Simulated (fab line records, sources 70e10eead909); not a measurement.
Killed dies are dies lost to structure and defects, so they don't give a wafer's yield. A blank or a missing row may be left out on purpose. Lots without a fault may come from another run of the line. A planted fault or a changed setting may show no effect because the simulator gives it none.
fab line records | flow nand_harc
record lots=14 wafers=42 last_day=24
route steps=1159 shown A_ZERO_WELL@411 A_ONON_D1@430 END@1159
lots that met no fault: from a run of the same line without faults
start_h: hours from the record's first day to the start of the lot's first wafer shown | wait_h: hours since the lot's step before | " the same as in the row above | L1.1+2: a row that stands for several wafers | - no value, or no start given | * or withheld: withheld | < > ~ a bound
route shown NAME@n: a module of which the file shows steps, and the number in the route of the first | usual: mean/standard deviation of fault-free wafers | same: alike in all rows | chamber/n: place in a boat | sites: the reading at each site | _std_site: their standard deviation | _edge_site: outer sites' mean less inner sites' | radius_mm: how far each site lies from the wafer's centre | mask NAME#n: copy n | behind: the tool/chamber that last shaped the wafer | hold: why the lot was held/for how many hours/how that ended | device: the transistor (n, p or np) that didn't switch | end of line: the same wafers' tests at the end of the route | a step without rows: its recipe alone | killed: dies lost to structure and defects at the first sort, not the wafer's yield | map: a wafer's dies, x killed, . not, _ none there
set.NAME: the setting as run; set.NAME@STEP: as run at that earlier step | model.NAME: the simulator's own value behind a step, which no gauge read
steps of the route over a sample of lots; a table a step, a row a wafer
services: from which hour (start_h, from the record's first day; less than 0 if before it) a tool's chamber was out of use, for how many hours, and why
## steps
# step NHARC_A_ZERO_WELL_RTA_16
# recipe temp_c=1000 time_s=10
# usual anneal_temp_c_max=1005.6/0.99 lamp_power_pct=32.7/2.7 lamp_zone_1_pct=32.7/2.7 lamp_zone_2_pct=32.7/2.7 wafer_temp_C_max=1005.2/1.2
# columns lot.wafer tool chamber start_h wait_h anneal_temp_c_max lamp_power_pct lamp_zone_1_pct lamp_zone_2_pct wafer_temp_C_max
L669.1 rtp_anneal-01 0 144.04 - 1004.7 35.2 35.2 35.1 1006.5
L669.4 " 0 " " 1005.6 35.1 35.1 35.1 1006.1
L669.6 " 0 " " 1004.7 35.2 35.1 35.2 1005.2
L670.1 rtp_anneal-01 0 149.49 - 1006.7 35.2 35.2 35.1 1004.8
L670.2 " 0 " " 1005.2 35.2 35.1 35.1 1005.4
L670.4 " 0 " " 1006.6 35.2 35.2 35.1 1005.7
L671.1 rtp_anneal-01 0 150.53 - 1006.3 35.1 35.1 35.1 1005.0
L671.3 " 0 " " 1006.2 35.1 35.2 35.1 1006.9
L671.5 " 0 " " 1007.8 35.1 35.1 35.1 1007.0
L673.2 rtp_anneal-02 0 157.72 - 1003.6 29.8 29.8 29.8 1003.7
L673.4 " 0 " " 1005.9 29.8 29.8 29.8 1005.6
L673.5 " 0 " " 1005.6 29.8 29.8 29.8 1004.7
L676.2 rtp_anneal-02 0 174.66 - 1006.3 29.8 29.8 29.8 1003.9
L676.3 " 0 " " 1006.0 29.8 29.8 29.8 1005.7
L676.5 " 0 " " 1004.2 29.8 29.9 29.8 1004.4
L677.1 rtp_anneal-02 0 186.34 - 1005.2 29.8 29.8 29.8 1004.2
L677.4 " 0 " " 1005.1 29.8 29.8 29.8 1003.9
L677.5 " 0 " " 1006.1 29.8 29.8 29.7 1003.5
L683.1 rtp_anneal-02 0 229.78 - 1006.0 29.8 29.8 29.8 1005.2
L683.5 " 0 " " 1004.0 29.8 29.7 29.8 1005.4
L683.6 " 0 " " 1005.4 29.8 29.8 29.8 1005.4
L684.1 rtp_anneal-01 0 230.87 - 1005.2 35.1 35.2 35.2 1006.0
L684.4 " 0 " " 1006.8 35.2 35.2 35.2 1005.4
L684.5 " 0 " " 1005.7 35.2 35.2 35.1 1006.7
L685.3 rtp_anneal-02 0 235.56 - 1005.1 29.8 29.8 29.8 1003.8
L685.4 " 0 " " 1004.6 29.8 29.8 29.8 1004.8
L685.6 " 0 " " 1006.9 29.8 29.8 29.8 1003.9
L688.2 rtp_anneal-01 0 250.13 - 1005.1 35.1 35.1 35.1 1006.4
L688.3 " 0 " " 1006.0 35.1 35.1 35.1 1006.0
L688.5 " 0 " " 1004.7 35.1 35.1 35.1 1005.1
L689.1 rtp_anneal-02 0 257.33 - 1004.6 29.8 29.8 29.8 1004.3
L689.4 " 0 " " 1004.2 29.7 29.8 29.8 1005.1
L689.6 " 0 " " 1004.7 29.8 29.8 29.8 1006.1
L690.2 rtp_anneal-01 0 257.74 - 1007.6 35.2 35.1 35.2 1006.0
L690.5 " 0 " " 1006.1 35.1 35.2 35.2 1005.5
L690.6 " 0 " " 1005.6 35.2 35.1 35.2 1006.9
L691.3 rtp_anneal-01 0 266.35 - 1006.7 35.2 35.1 35.0 1005.1
L691.5 " 0 " " 1005.8 35.2 35.1 35.1 1005.8
L691.6 " 0 " " 1008.6 35.2 35.2 35.2 1006.7
L692.1 rtp_anneal-02 0 270.94 - 1007.3 29.8 29.7 29.8 1004.1
L692.2 " 0 " " 1006.7 29.8 29.8 29.8 1002.8
L692.4 " 0 " " 1005.6 29.8 29.8 29.8 1004.3
# step NHARC_A_ZERO_WELL_INSPECT_17
# usual raw_defect_count=11/6.5
# columns lot.wafer tool chamber start_h wait_h raw_defect_count
L669.1 defect_inspect-02 - 144.24 0.2 11
L669.4 " - " " 8
L669.6 " - " " 12
L670.1 defect_inspect-01 - 149.68 0.2 14
L670.2 " - " " 7
L670.4 " - " " 2
L671.1 defect_inspect-02 - 150.73 0.2 12
L671.3 " - " " 8
L671.5 " - " " 10
L673.2 defect_inspect-02 - 157.89 0.1 5
L673.4 " - " " 10
L673.5 " - " " 4
L676.2 defect_inspect-02 - 174.83 0.1 11
L676.3 " - " " 10
L676.5 " - " " 4
L677.1 defect_inspect-01 - 186.54 0.2 5
L677.4 " - " " 4
L677.5 " - " " 5
L683.1 defect_inspect-01 - 230.00 0.2 7
L683.5 " - " " 10
L683.6 " - " " 9
L684.1 defect_inspect-02 - 231.07 0.2 37
L684.4 " - " " 27
L684.5 " - " " 29
L685.3 defect_inspect-01 - 235.70 0.1 12
L685.4 " - " " 25
L685.6 " - " " 16
L688.2 defect_inspect-02 - 250.29 0.1 15
L688.3 " - " " 11
L688.5 " - " " 9
L689.1 defect_inspect-02 - 257.53 0.2 17
L689.4 " - " " 4
L689.6 " - " " 6
L690.2 defect_inspect-02 - 257.92 0.1 11
L690.5 " - " " 28
L690.6 " - " " 30
L691.3 defect_inspect-02 - 266.49 0.1 9
L691.5 " - " " 6
L691.6 " - " " 3
L692.1 defect_inspect-01 - 271.14 0.2 11
L692.2 " - " " 12
L692.4 " - " " 5
# step NHARC_A_ONON_D1_DEP_09
# recipe target_thk_a=10000 n2_flow_sccm=2750 n2o_flow_sccm=2000 nh3_flow_sccm=500 sih4_flow_sccm=210 temp_c=400
# columns lot.wafer tool chamber start_h wait_h
L669.1+4+6 pecvd_onon-04 0 167.06 0.1
L671.1+3+5 pecvd_onon-02 0 172.19 0.1
L670.1+2+4 pecvd_onon-04 0 172.19 0.1
L673.2+4+5 pecvd_onon-02 0 179.73 0.1
L676.2+3+5 pecvd_onon-02 0 195.30 0.1
L677.1+4+5 pecvd_onon-02 0 207.16 0.1
L683.1+5+6 pecvd_onon-04 0 252.37 0.1
L684.1+4+5 pecvd_onon-03 0 252.43 0.1
L685.3+4+6 pecvd_onon-03 0 256.83 0.2
L688.2+3+5 pecvd_onon-04 0 274.17 0.1
L689.1+4+6 pecvd_onon-02 0 279.64 0.1
L690.2+5+6 pecvd_onon-03 0 279.73 0.1
L691.3+5+6 pecvd_onon-02 0 288.71 0.2
L692.1+2+4 pecvd_onon-04 0 294.63 0.1
# step NHARC_A_ONON_D1_THK_MEAS_11
# recipe thk_meas_gauge=ellipsometry
# usual thk_nm=1000/10
# columns lot.wafer tool chamber start_h wait_h thk_nm
L669.1 film_metro-02 - 167.58 - 991
L669.4 " - " " 990
L669.6 " - " " 991
L670.1 film_metro-02 - 172.71 - 1015
L670.2 " - " " 1016
L670.4 " - " " 1014
L671.1 film_metro-01 - 172.71 - 997
L671.3 " - " " 996
L671.5 " - " " 997
L673.2 film_metro-02 - 180.18 - 1002
L673.4 " - " " 1002
L673.5 " - " " 1003
L676.2 film_metro-01 - 195.75 - 755
L676.3 " - " " 756
L676.5 " - " " 756
L677.1 film_metro-01 - 207.67 - 759
L677.4 " - " " 757
L677.5 " - " " 758
L683.1 film_metro-01 - 252.88 - 1017
L683.5 " - " " 1019
L683.6 " - " " 1019
L684.1 film_metro-02 - 252.94 - 997
L684.4 " - " " 995
L684.5 " - " " 997
L685.3 film_metro-02 - 257.22 - 979
L685.4 " - " " 981
L685.6 " - " " 980
L688.2 film_metro-01 - 274.62 - 1012
L688.3 " - " " 1010
L688.5 " - " " 1012
L689.1 film_metro-01 - 280.15 - 996
L689.4 " - " " 997
L689.6 " - " " 995
L690.2 film_metro-02 - 280.18 - 1000
L690.5 " - " " 1000
L690.6 " - " " 999
L691.3 film_metro-01 - 289.10 - 999
L691.5 " - " " 998
L691.6 " - " " 998
L692.1 film_metro-02 - 295.14 - 1008
L692.2 " - " " 1011
L692.4 " - " " 1008
# step NHARC_END_SORT_01
# recipe temp_c=25
# usual killed_at_array=29/11 killed_at_other=0.7/1.1 killed_at_periphery=2.9/2.2 killed_dies=33/11 killed_open=3.1/1.8 killed_short=1.9/1.4
# same gross_dies=677
# columns lot.wafer tool chamber start_h wait_h killed_at_array killed_at_other killed_at_periphery killed_dies killed_open killed_short
L677.1 prober-01 0 489.16 2.5 675 1 1 677 5 2
L677.4 prober-01 0 491.53 3.4 673 3 1 677 1 2
L677.5 prober-01 0 492.32 3.7 674 1 2 677 4 4
L676.2 prober-02 0 489.96 2.8 674 0 3 677 2 0
L676.3 prober-02 0 490.75 3.1 668 0 9 677 3 2
L676.5 prober-02 0 492.34 3.7 670 0 7 677 3 1
# killed by level:class
L677.1 A_ONON_D1:area_dep=646 A_CHANNEL_HOLE_D1:chamber_film_flake=18 A_ONON_D1:geometric_particle:short=2 A_CONTACT:geometric_particle:open=2 A_CONTACT:chamber_film_flake=2 P_M0:geometric_particle:open=1 A_ONON_D1:geometric_particle:open=1 STARTING-WAFER:geometric_particle:open=1
L676.2 A_ONON_D1:area_dep=659 A_ZERO_WELL:chamber_film_flake=4 A_CONTACT:chamber_film_flake=4 A_CHANNEL_FILL_D1:geometric_particle:open=2 P_GATE:chamber_film_flake=2 A_CHANNEL_HOLE_D1:chamber_film_flake=2 P_ZERO_WELL:chamber_film_flake=1 A_STAIRCASE:chamber_film_flake=1
L676.3 A_ONON_D1:area_dep=651 P_GATE:chamber_film_flake=4 A_CHANNEL_HOLE_D1:chamber_film_flake=4 A_CONTACT:geometric_particle:open=2 A_ZERO_WELL:chamber_film_flake=2 A_STAIRCASE:chamber_film_flake=2 A_SLIT:chamber_film_flake=2 A_CONTACT:chamber_film_flake=2
L677.4 A_ONON_D1:area_dep=648 A_CHANNEL_HOLE_D1:chamber_film_flake=16 A_STAIRCASE:chamber_film_flake=3 A_CONTACT:chamber_film_flake=3 THIN_TSV:chamber_film_flake=3 A_M1:geometric_particle:short=2 A_ONON_D1:geometric_particle:open=1 P_ZERO_WELL:chamber_film_flake=1
L677.5 A_ONON_D1:area_dep=654 A_CHANNEL_HOLE_D1:chamber_film_flake=9 A_WL_FILL:geometric_particle:short=3 A_CHANNEL_FILL_D1:geometric_particle:open=2 P_ZERO_WELL:chamber_film_flake=2 A_CONTACT:chamber_film_flake=2 A_CHANNEL_FILL_D1:geometric_particle:short=1 A_M0:geometric_particle:open=1
L676.5 A_ONON_D1:area_dep=656 A_CONTACT:chamber_film_flake=8 P_ZERO_WELL:chamber_film_flake=2 P_M1:chamber_film_flake=2 P_M0:geometric_particle:open=1 A_CHANNEL_HOLE_D1:geometric_particle:open=1 A_CONTACT:geometric_particle:short=1 A_CONTACT:geometric_particle:open=1
## services
# columns tool chamber start_h hours kind
pecvd_onon-03 - 153.00 13.0 pm
pecvd_onon-03 - 234.90 6.8 repair
pecvd_onon-04 - 237.02 13.0 pm
pecvd_onon-02 - 292.00 13.0 pm
## key
first_sign step=NHARC_A_ONON_D1_THK_MEAS_11 reading=thk_nm direction=down sigmas=23 usual=1000 struck=757
effect step=NHARC_END_SORT_01 reading=killed_dies direction=up sigmas=58 usual=33 struck=677
more_kills_born_at NHARC_A_ONON_D1_DEP_09@pecvd_onon-02=3914
met_at NHARC_A_ONON_D1_DEP_09
struck_lots L676,L677
later_rows_left_out L676.2,L676.3,L676.5,L677.1,L677.4,L677.5
tester_left_out L676,L677
not_acting_at NHARC_A_ZERO_WELL_RTA_16,NHARC_A_ZERO_WELL_INSPECT_17
onset_between 179.73 195.30
fault kind=process_parameter_drift tool=pecvd_onon-02 chamber=- onset_h=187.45 steps=NHARC_A_ONON_D1_DEP_09 channel=target_thk_a offset=* shape=step end_h=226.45 acts_in=* stated=*
# tester_left_out: of these lots the tester's yield and bins aren't shown, on N5 and GAA mostly nor the transistor test; their killed dies are dies lost to structure and defects alone, not to doping, threshold or leakage, so they don't give the yield
# later_rows_left_out: the simulator's readings of these wafers behind a module that went badly wrong aren't trusted and aren't shown, but for the sort
